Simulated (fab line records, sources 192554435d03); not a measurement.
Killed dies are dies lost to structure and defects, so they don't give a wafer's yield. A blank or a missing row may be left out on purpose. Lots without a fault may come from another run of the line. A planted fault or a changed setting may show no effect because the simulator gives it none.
Chamber matching | flow n5_finfet | N5_BEOL_M12_CMP_49 on cmp-01: 4 sister chambers
The step polishes, stops on SiOC, t overpolish 20.6 s, target thk 320 nm. 16 wafers are shown with their chamber, then 8 later ones without.

WAFERS WITH THEIR CHAMBER
wafer  | chamber | motor_current_A (A) | overpolish_run_s (s) | edge_zone_pressure_frac
L074.1 | 2       | 5.6                 | 20.598               | 1.010
L074.2 | 3       | 4.8                 | 20.597               | 0.995
L074.3 | 0       | 5.7                 | 20.616               | 0.992
L075.1 | 2       | 5.5                 | 20.611               | 1.016
L075.4 | 1       | 6.5                 | 20.610               | 1.006
L075.5 | 1       | 6.9                 | 20.622               | 0.997
L079.3 | 3       | 5.2                 | 20.594               | 1.005
L079.4 | 2       | 5.8                 | 20.599               | 1.002
L079.6 | 1       | 6.4                 | 20.600               | 1.007
L083.1 | 0       | 5.6                 | 20.592               | 1.001
L083.3 | 1       | 6.4                 | 20.608               | 0.994
L083.5 | 1       | 6.5                 | 20.608               | 0.990
L088.1 | 1       | 7.0                 | 20.617               | 0.996
L088.2 | 0       | 5.8                 | 20.610               | 1.004
L088.5 | 0       | 5.7                 | 20.603               | 1.003
L087.1 | 1       | 6.6                 | 20.602               | 0.996

SIGNATURES (means of the wafers above)
reading                 | chamber 0 | chamber 1 | chamber 2 | chamber 3 | scatter within a chamber
motor_current_A         | 5.700     | 6.614     | 5.633     | 5.000     | 0.203
overpolish_run_s        | 20.60525  | 20.60957  | 20.60267  | 20.59550  | 0.00812
edge_zone_pressure_frac | 1.00000   | 0.99800   | 1.00933   | 1.00000   | 0.00628
Rule: a wafer's distance from a chamber is the root of the sum, over the readings, of the square of ((its reading less the chamber's mean) divided by the reading's scatter). The wafer belongs to the nearest chamber; if the next one is less than 2 further off, it can't be placed. The scatter: the root of (the sum of the squares of (reading less its chamber's mean) over the shown wafers, divided by (wafers less chambers)).

WAFERS WITHOUT THEIR CHAMBER
wafer  | motor_current_A (A) | overpolish_run_s (s) | edge_zone_pressure_frac
L087.5 | 5.7                 | 20.603               | 0.995
L087.6 | 6.5                 | 20.589               | 0.993
L091.3 | 6.8                 | 20.607               | 1.007
L091.4 | 5.6                 | 20.598               | 0.998
L091.5 | 5.2                 | 20.590               | 0.997
L096.1 | 5.6                 | 20.595               | 0.995
L096.2 | 4.8                 | 20.603               | 0.996
L096.3 | 7.1                 | 20.603               | 1.006

WHICH CHAMBER EACH WENT THROUGH
wafer  | from the rows above          | in truth
L087.5 | can't be placed: 0 or 2      | 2
L087.6 | can't be placed: 1 or 0      | 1
L091.3 | 1                            | 1
L091.4 | can't be placed: 0 or 2 or 3 | 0
L091.5 | can't be placed: 3 or 0      | 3
L096.1 | can't be placed: 0 or 2 or 3 | 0
L096.2 | 3                            | 3
L096.3 | 1                            | 1
Placed correctly: 3 of 8. Can't be placed from these rows: 5 (the true chamber is among the candidates in 5). Placed wrongly: 0.
